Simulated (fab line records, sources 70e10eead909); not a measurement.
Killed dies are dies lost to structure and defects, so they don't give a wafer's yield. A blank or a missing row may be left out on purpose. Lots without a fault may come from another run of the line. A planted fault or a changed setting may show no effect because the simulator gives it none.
fab line records | flow nand_harc
record lots=5 wafers=15 last_day=32
route steps=1302 shown P_GATE@117 END@1302
lots that met no fault: from a run of the same line without faults
start_h: hours from the record's first day to the start of the lot's first wafer shown | wait_h: hours since the lot's step before | " the same as in the row above | L1.1+2: a row that stands for several wafers | - no value, or no start given | * or withheld: withheld | < > ~ a bound
route shown NAME@n: a module of which the file shows steps, and the number in the route of the first | usual: mean/standard deviation of fault-free wafers | same: alike in all rows | chamber/n: place in a boat | sites: the reading at each site | _std_site: their standard deviation | _edge_site: outer sites' mean less inner sites' | radius_mm: how far each site lies from the wafer's centre | mask NAME#n: copy n | behind: the tool/chamber that last shaped the wafer | hold: why the lot was held/for how many hours/how that ended | device: the transistor (n, p or np) that didn't switch | end of line: the same wafers' tests at the end of the route | a step without rows: its recipe alone | killed: dies lost to structure and defects at the first sort, not the wafer's yield | map: a wafer's dies, x killed, . not, _ none there
set.NAME: the setting as run; set.NAME@STEP: as run at that earlier step | model.NAME: the simulator's own value behind a step, which no gauge read
lots at some steps of the route; a table a step, a row a wafer
services: from which hour (start_h, from the record's first day; less than 0 if before it) a tool's chamber was out of use, for how many hours, and why
## steps
# step NHARC_P_GATE_SOFTBAKE_06
# recipe temp_c=122 time_s=95
# step NHARC_P_GATE_EBR_07
# step NHARC_P_GATE_EXPOSE_08
# recipe na=0.6 dose_mj=16.75 mask_id=P_HV
# step NHARC_P_GATE_PEB_09
# recipe peb_temp_c=118 peb_time_s=85
# step NHARC_P_GATE_DEVELOP_10
# recipe time_s=70
# step NHARC_P_GATE_CD_MEAS_11
# recipe target_cd_nm=1640 landing_energy_ev=500
# usual cd_nm=1640.2/1.5
# same landing_energy_ev=500
# columns lot.wafer tool chamber start_h wait_h cd_nm
L672.3 cd_sem-01 0 77.48 - 1639.7
L672.5 " 0 " " 1642.2
L672.6 " 0 " " 1641.0
L676.2 cd_sem-01 0 121.94 - 1640.3
L676.4 " 0 " " 1637.5
L676.6 " 0 " " 1637.2
L691.4 cd_sem-03 0 267.41 - 1640.8
L691.5 " 0 " " 1639.9
L691.6 " 0 " " 1640.5
L692.3 cd_sem-02 0 277.64 - 1638.2
L692.5 " 0 " " 1639.9
L692.6 " 0 " " 1638.6
L693.1 cd_sem-03 0 290.19 - 1638.9
L693.4 " 0 " " 1641.3
L693.5 " 0 " " 1638.8
# step NHARC_P_GATE_HARDBAKE_12
# recipe temp_c=125 time_s=80
# step NHARC_P_GATE_DESCUM_13
# recipe time_s=3 o2_flow_sccm=200 ar_flow_sccm=0 bias_power_w=0 chemistry=O2
# usual drypump_motor_current_A=6.0/0.53 oes_product_au=0.999/0.009 rf_vpp_V=57.9/0.97 showerhead_plenum_p_Torr=1.95/0.082 throttle_valve_pct=11.312/0.009
# columns lot.wafer tool chamber start_h wait_h drypump_motor_current_A oes_product_au rf_hours_counter_h rf_vpp_V showerhead_plenum_p_Torr throttle_valve_pct
L672.3 rie_diel-08 0 77.68 - 5.9 1.008 2.3 57.7 2.02 11.321
L672.6 " 1 " " 5.5 0.999 - 58.4 2.01 11.300
L672.5 " 2 " " 6.8 0.999 - 58.5 2.06 11.312
L676.2 rie_diel-11 2 122.10 - 6.5 0.997 1.3 55.7 1.99 11.318
L676.4 " 0 " " 5.6 0.994 2.0 58.0 1.91 11.305
L676.6 " 2 " " 6.5 0.986 - 58.6 1.99 11.321
L691.4 rie_diel-08 3 267.60 - 5.1 1.007 2.4 57.9 1.90 11.296
L691.5 " 0 " " 5.9 1.002 - 58.2 2.02 11.316
L691.6 " 1 " " 5.5 0.998 - 58.8 2.01 11.329
L692.3 rie_diel-07 1 277.80 - 6.3 1.004 9.5 58.6 2.06 11.320
L692.5 " 0 " " 6.0 0.993 - 59.0 1.85 11.311
L692.6 " 1 " " 6.3 1.004 - 58.9 2.06 11.314
L693.1 rie_diel-08 0 290.36 - 5.9 1.007 4.5 58.1 2.02 11.302
L693.4 " 2 " " 6.8 1.011 4.8 59.7 2.05 11.302
L693.5 " 1 " " 5.5 0.986 - 56.2 2.01 11.316
# step NHARC_P_GATE_ETCH_14
# recipe target_depth_a=488 chemistry=dHF material=SiO2
# step NHARC_P_GATE_STRIP_15
# recipe time_s=780 temp_c=130 chemistry=SPM
# step NHARC_P_GATE_PRECLEAN_71
# recipe time_s=* temp_c=50 bath_age_min=0 chemistry=SC1
# step NHARC_P_GATE_SRD_72
# step NHARC_P_GATE_OXIDE_16
# recipe target_thk_a=30 temp_c=875 ox_time_s=392 material=SiO2
# usual spike_tc_bottom_C=893.1/2.5 spike_tc_centre_C=875.5/1.4 spike_tc_lower_C=875.2/1.4 spike_tc_top_C=886.0/1.7 spike_tc_upper_C=875.0/1.1 zone_power_centre_pct=17.8/1.1
# same ox_time_s=392
# columns lot.wafer tool chamber start_h wait_h spike_tc_bottom_C spike_tc_centre_C spike_tc_lower_C spike_tc_top_C spike_tc_upper_C zone_power_centre_pct
L672.3 furnace-02 0 81.45 - 898.7 875.3 875.9 885.4 876.1 20.2
L672.5 " 0 " " 899.8 874.9 874.4 886.6 877.2 19.6
L672.6 " 0 " " 897.8 874.3 875.4 886.9 873.1 20.4
L676.2 furnace-04 0 125.84 - 904.6 887.5 884.7 898.1 885.4 18.1
L676.4 " 0 " " 904.1 888.2 884.6 898.0 885.6 18.3
L676.6 " 0 " " 903.8 886.8 885.8 898.9 885.8 18.0
L691.4 furnace-06 0 271.16 - 889.9 874.5 875.9 884.8 875.7 16.8
L691.5 " 0 " " 892.3 874.6 877.1 883.2 874.1 16.4
L691.6 " 0 " " 892.5 874.2 875.1 884.8 876.7 16.4
L692.3 furnace-02 0 281.76 - 896.9 875.5 874.6 885.5 875.3 20.1
L692.5 " 0 " " 898.6 876.4 874.9 886.0 876.0 20.3
L692.6 " 0 " " 899.3 874.3 877.0 886.5 875.0 20.3
L693.1 furnace-04 0 294.10 - 892.5 876.4 873.4 886.7 874.3 17.5
L693.4 " 0 " " 891.4 877.6 877.3 887.9 875.3 17.6
L693.5 " 0 " " 894.0 876.4 875.1 887.2 872.8 17.7
# step NHARC_P_GATE_CVD_17
# recipe target_thk_a=1500 temp_c=620 time_s=900 material=poly-Si
# step NHARC_END_SORT_01
# recipe temp_c=25
# usual killed_at_array=55/20 killed_at_other=1.1/1.2 killed_at_periphery=3.8/2.8 killed_dies=60/19 killed_open=3.4/1.9 killed_short=2.2/1.5
# same gross_dies=677
# columns lot.wafer tool chamber start_h wait_h killed_at_array killed_at_other killed_at_periphery killed_dies killed_open killed_short
L676.2 prober-01 0 593.08 2.8 61 0 5 66 5 2
L676.4 prober-01 0 594.70 3.4 52 0 6 58 2 2
L676.6 prober-01 0 596.32 4.1 56 0 4 60 2 2
L691.4 prober-02 0 747.65 3.4 55 0 4 59 1 1
L691.5 prober-02 0 748.44 3.7 57 0 4 61 6 1
L691.6 prober-02 0 749.24 4.0 56 0 5 61 3 2
L692.3 prober-01 0 753.50 3.1 68 0 4 72 2 5
L692.5 prober-01 0 755.12 3.7 63 0 4 67 0 0
L692.6 prober-01 0 755.92 4.0 67 1 11 79 2 2
L693.1 prober-02 0 767.04 2.5 32 0 4 36 3 3
L693.4 prober-02 0 769.45 3.4 35 1 4 40 3 2
L693.5 prober-02 0 770.25 3.7 32 1 5 38 0 1
# killed by level:class
L676.2 A_CHANNEL_HOLE_D1:chamber_film_flake=31 A_CHANNEL_HOLE_D2:chamber_film_flake=19 A_ONON_D1:geometric_particle:open=3 A_STAIRCASE:chamber_film_flake=3 P_ZERO_WELL:chamber_film_flake=2 A_SLIT:chamber_film_flake=2 P_M0:geometric_particle:short=1 P_M0:geometric_particle:open=1
L676.4 A_CHANNEL_HOLE_D1:chamber_film_flake=20 A_CHANNEL_HOLE_D2:chamber_film_flake=19 A_STAIRCASE:chamber_film_flake=4 A_CONTACT:chamber_film_flake=4 P_ZERO_WELL:chamber_film_flake=2 P_STI:chamber_film_flake=2 A_M0:chamber_film_flake=2 P_M0:geometric_particle:open=1
L676.6 A_CHANNEL_HOLE_D1:chamber_film_flake=22 A_CHANNEL_HOLE_D2:chamber_film_flake=20 A_STAIRCASE:chamber_film_flake=7 A_M0:chamber_film_flake=4 P_GATE:geometric_particle:open=1 P_GATE:geometric_particle:short=1 P_CONTACT:geometric_particle:open=1 A_CHANNEL_HOLE_D2:geometric_particle:short=1
L691.4 A_CHANNEL_HOLE_D1:chamber_film_flake=35 A_STAIRCASE:chamber_film_flake=5 A_SLIT:chamber_film_flake=5 A_CONTACT:chamber_film_flake=5 P_ZERO_WELL:chamber_film_flake=2 A_M1:chamber_film_flake=2 A_CHANNEL_FILL_D1:geometric_particle:open=1 A_DECK1_JOINT:geometric_particle:short=1
L691.5 A_CHANNEL_HOLE_D1:chamber_film_flake=26 A_CONTACT:chamber_film_flake=11 A_SLIT:chamber_film_flake=5 A_WL_FILL:chamber_film_flake=4 A_SOURCE_PLATE:geometric_particle:open=3 A_STAIRCASE:chamber_film_flake=3 A_DECK1_JOINT:geometric_particle:short=1 A_ONON_D2:geometric_particle:open=1
L691.6 A_CHANNEL_HOLE_D1:chamber_film_flake=27 A_STAIRCASE:chamber_film_flake=9 A_SLIT:chamber_film_flake=6 A_WL_FILL:chamber_film_flake=3 A_CONTACT:chamber_film_flake=3 P_ZERO_WELL:chamber_film_flake=2 A_M1:chamber_film_flake=2 A_CHANNEL_FILL_D1:geometric_particle:open=1
L692.3 A_SLIT:chamber_film_flake=23 A_CHANNEL_HOLE_D2:chamber_film_flake=21 A_CONTACT:chamber_film_flake=7 A_CHANNEL_HOLE_D1:chamber_film_flake=5 P_M0:chamber_film_flake=3 A_STAIRCASE:chamber_film_flake=3 A_CHANNEL_FILL_D2:geometric_particle:short=2 A_CHANNEL_FILL_D1:chamber_film_flake=2
L692.5 A_CHANNEL_HOLE_D2:chamber_film_flake=25 A_SLIT:chamber_film_flake=21 A_CHANNEL_HOLE_D1:chamber_film_flake=7 A_STAIRCASE:chamber_film_flake=6 P_M0:chamber_film_flake=3 P_ZERO_WELL:chamber_film_flake=1 A_ZERO_WELL:chamber_film_flake=1 A_CHANNEL_FILL_D1:chamber_film_flake=1
L692.6 A_SLIT:chamber_film_flake=35 A_CHANNEL_HOLE_D2:chamber_film_flake=18 P_M0:chamber_film_flake=9 A_CHANNEL_HOLE_D1:chamber_film_flake=3 A_STAIRCASE:chamber_film_flake=3 A_CHANNEL_FILL_D1:chamber_film_flake=2 A_WL_FILL:geometric_particle:short=2 P_GATE:chamber_film_flake=2
L693.1 A_CHANNEL_HOLE_D1:chamber_film_flake=9 A_SLIT:chamber_film_flake=7 A_STAIRCASE:chamber_film_flake=5 A_CONTACT:chamber_film_flake=5 P_STI:chamber_film_flake=2 P_STI:geometric_particle:short=1 P_M0:geometric_particle:open=1 A_ONON_D1:geometric_particle:short=1
L693.4 A_CHANNEL_HOLE_D1:chamber_film_flake=12 A_CONTACT:chamber_film_flake=6 A_STAIRCASE:chamber_film_flake=5 A_SLIT:chamber_film_flake=5 P_STI:chamber_film_flake=2 A_CHANNEL_HOLE_D2:chamber_film_flake=2 P_M2:geometric_particle:short=1 A_CHANNEL_FILL_D1:geometric_particle:short=1
L693.5 A_CHANNEL_HOLE_D1:chamber_film_flake=12 A_SLIT:chamber_film_flake=6 A_STAIRCASE:chamber_film_flake=4 A_CONTACT:chamber_film_flake=4 A_BLC:chamber_film_flake=4 P_STI:chamber_film_flake=3 P_M2:chamber_film_flake=2 A_CHANNEL_HOLE_D2:geometric_particle:short=1
## services
# columns tool chamber start_h hours kind
rie_diel-08 0 71.99 - clean
rie_diel-08 1 71.99 - clean
rie_diel-08 2 71.99 - clean
rie_diel-08 3 71.99 - clean
rie_diel-11 - 78.50 9.0 pm
rie_diel-08 0 96.49 - clean
rie_diel-08 1 96.49 - clean
rie_diel-08 2 96.49 - clean
rie_diel-08 3 96.49 - clean
rie_diel-07 - 102.12 1.8 repair
rie_diel-08 0 103.14 8.7 repair
rie_diel-07 3 114.87 3.7 repair
rie_diel-07 - 117.20 9.0 pm
rie_diel-08 0 120.99 - clean
rie_diel-08 1 120.99 - clean
rie_diel-08 2 120.99 - clean
rie_diel-07 - 143.23 1.0 repair
rie_diel-08 - 173.72 1.2 repair
rie_diel-08 - 190.81 9.0 pm
rie_diel-07 2 192.85 3.8 repair
rie_diel-08 3 218.39 7.3 repair
rie_diel-07 1 229.72 6.6 repair
rie_diel-11 0 242.89 5.3 repair
rie_diel-11 - 255.50 9.0 pm
## key
first_sign step=NHARC_P_GATE_OXIDE_16 reading=spike_tc_upper_C direction=up sigmas=9.7 usual=875.0 struck=885.6
effect step=NHARC_P_GATE_OXIDE_16 reading=spike_tc_centre_C direction=up sigmas=8.6 usual=875.5 struck=887.5
met_at NHARC_P_GATE_OXIDE_16
struck_wafers L676.2,L676.4,L676.6
tester_left_out L676
fault kind=process_parameter_drift tool=furnace-04 chamber=- onset_h=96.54 steps=NHARC_P_GATE_OXIDE_16 channel=temp_c offset=* shape=step end_h=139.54 acts_in=* stated=*
# tester_left_out: of these lots the tester's yield and bins aren't shown, on N5 and GAA mostly nor the transistor test; their killed dies are dies lost to structure and defects alone, not to doping, threshold or leakage, so they don't give the yield
